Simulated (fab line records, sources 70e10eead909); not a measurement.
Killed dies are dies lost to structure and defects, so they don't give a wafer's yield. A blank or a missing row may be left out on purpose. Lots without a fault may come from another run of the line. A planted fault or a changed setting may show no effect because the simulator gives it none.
Which tool did it? | flow nand_harc | 7 lots, 21 wafers sampled, at 1 step of a route of 1302

WHAT THE GAUGES READ, wafer by wafer
NHARC_P_BONDPAD_CD_MEAS_09: target cd 500 nm.
lot  | measured     | on        | cd_nm (nm)
L228 | day 6 20:56  | cd_sem-03 | 497.6 499.2 498.0
L230 | day 7 20:47  | cd_sem-02 | 497.1 497.2 499.1
L232 | day 8 18:53  | cd_sem-02 | 496.7 497.3 498.4
L236 | day 10 16:18 | cd_sem-03 | 498.0 496.3 497.1
L244 | day 13 15:50 | cd_sem-03 | 497.5 497.9 498.5
L246 | day 14 10:04 | cd_sem-03 | 494.8 499.0 498.0
L250 | day 16 01:11 | cd_sem-03 | 497.5 499.9 498.4

WHICH TOOL RAN EACH LOT (tool, then ch and the chambers of the sampled wafers, then the start)
The record holds no process step before these readings.

THE ANSWER, worked out from the rows above alone
Rule: what is usual is taken from the lots themselves. Put in order of their means at a reading, lots are off if they are a third of the lots or fewer, leave a main group of 4 or more, and stand apart from it by a gap of 3 or more times the standard deviation of the main group's means; of several such gaps the widest counts. A main group whose means are all the same, to the digits that the tables above print for the reading, isn't used. A lot without any number at a reading at which 4 lots or more have one is off too. The other lots that the step has rows for count as sound.
No lot is off at any reading shown: from this, nothing can be told.

WHAT THE SIMULATOR HAD PUT IN
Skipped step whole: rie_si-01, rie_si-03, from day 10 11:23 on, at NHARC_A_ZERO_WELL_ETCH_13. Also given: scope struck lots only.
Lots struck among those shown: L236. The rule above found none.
